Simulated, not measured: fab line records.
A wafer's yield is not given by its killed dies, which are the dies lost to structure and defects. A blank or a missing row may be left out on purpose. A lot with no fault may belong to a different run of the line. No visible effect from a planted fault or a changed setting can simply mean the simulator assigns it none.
A lot that was struck, set against a sound lot ; flow n5 finfet ; 16 steps out of a route of 1938
Sound: the wafers L153.2, L153.4, L153.5. Wafers L156.2, L156.4, L156.6 were the ones struck. The cause comes at the end.
Each step with rows lists, per side, the tool, then ch with its chambers, then its first start. Under that, the readings that differ: sound wafers ; struck wafers ; difference of the means ; sigmas: that difference in standard deviations of wafers without a fault.
alike: words and numbers the same on both sides, and readings whose means are apart by under 2 such deviations; not compared: readings that were withheld, readings missing a value for some wafer, numbers with overlapping values and no deviation given by the record, and bounds like >300 which may hide the same value.
The two part at a step that has a row with sigmas, a row that says differs or no value, or rows on one side only. Numbers that have no deviation but don't overlap get no sigmas and don't part them. A reading that every wafer of one side lacks parts them only if that side has two wafers or more.

N5_BEOL_M4_SPUTTER_81: material Cu, target thk 4.5 nm, time 8.29 s.
  struck on pvd sputter-03, day 12 03:09; sound on pvd sputter-02, day 10 20:04
  alike: chamber pressure pa, chuck gas flow sccm, substrate temp c, throttle valve pct
then, 1 step without rows for these wafers: N5_BEOL_M4_ANNEAL_82 (time 240 s).
N5_BEOL_M4_SPUTTER_86: material Cu, target thk 4.5 nm, time 8.29 s.
  struck on pvd sputter-03, day 12 03:22; sound on pvd sputter-02, day 10 20:17
reading;sound;struck;difference;sigmas
chuck gas flow sccm (sccm);1.38 1.34 1.35;1.29 1.26 1.16;-0.12;-2
  alike: chamber pressure pa, substrate temp c, throttle valve pct
then, 6 steps without rows for these wafers: N5_BEOL_M4_ANNEAL_87 (time 240 s); N5_BEOL_M4_SPUTTER_88 (material Cu, target thk 4.5 nm, time 8.29 s); N5_BEOL_M4_ANNEAL_89 (time 240 s); N5_BEOL_M4_SPUTTER_90 (material Cu, target thk 4.5 nm, time 8.29 s); N5_BEOL_M4_ANNEAL_91 (time 240 s); N5_BEOL_M4_SPUTTER_92 (material Cu, target thk 4.5 nm, time 8.29 s).
N5_BEOL_M4_ANNEAL_93: time 240 s.
  struck on pvd sputter-03, day 12 04:07; sound on pvd sputter-02, day 10 21:02
  alike: heater power w
N5_BEOL_M4_SPUTTER_94: material Cu, target thk 4.5 nm, time 8.29 s.
  struck on pvd sputter-03, day 12 04:15; sound on pvd sputter-02, day 10 21:10
  alike: chamber pressure pa, chuck gas flow sccm, substrate temp c, throttle valve pct
N5_BEOL_M4_ANNEAL_95: time 240 s.
  struck on pvd sputter-03, day 12 04:20; sound on pvd sputter-02, day 10 21:15
  alike: heater power w
N5_BEOL_M4_SPUTTER_96: material Cu, target thk 4.5 nm, time 8.29 s.
  struck on pvd sputter-03, day 12 04:28; sound on pvd sputter-02, day 10 21:23
  no value came back on the struck wafers for chamber pressure pa (Pa), chuck gas flow sccm (sccm), substrate temp c (C), throttle valve pct (%); on the sound wafers chamber pressure pa (Pa) reads 0.06998 0.06992 0.06975
then, 1 step without rows for these wafers: N5_BEOL_M4_ECD_50 (material Cu, target thk 300 nm).
N5_BEOL_M4_RC_MEAS_101:
  sound on prober-01 ch 0, day 10 22:38; struck on prober-02 ch 0, day 12 06:01
  alike: DIBL_N, DIBL_P, IOFF_N, IOFF_P, ION_N, ION_P, SS_N, SS_P, VT_N, VT_P
-- here the record skips 4 days between the struck wafers' starts before and after, leaving off in module BEOL_M4 and picking up in module PASSIVATION (first step shown: number 1936 of the route) --
N5_PASSIVATION_PROBE_49:
  rows exist in the record for the struck wafers here (prober-02, day 16 11:31), but not for the sound ones

## WHERE THEY PART
Last at N5_PASSIVATION_PROBE_49 as far as this record goes, first at N5_BEOL_M4_SPUTTER_86.

WHY: whatever the simulator had introduced
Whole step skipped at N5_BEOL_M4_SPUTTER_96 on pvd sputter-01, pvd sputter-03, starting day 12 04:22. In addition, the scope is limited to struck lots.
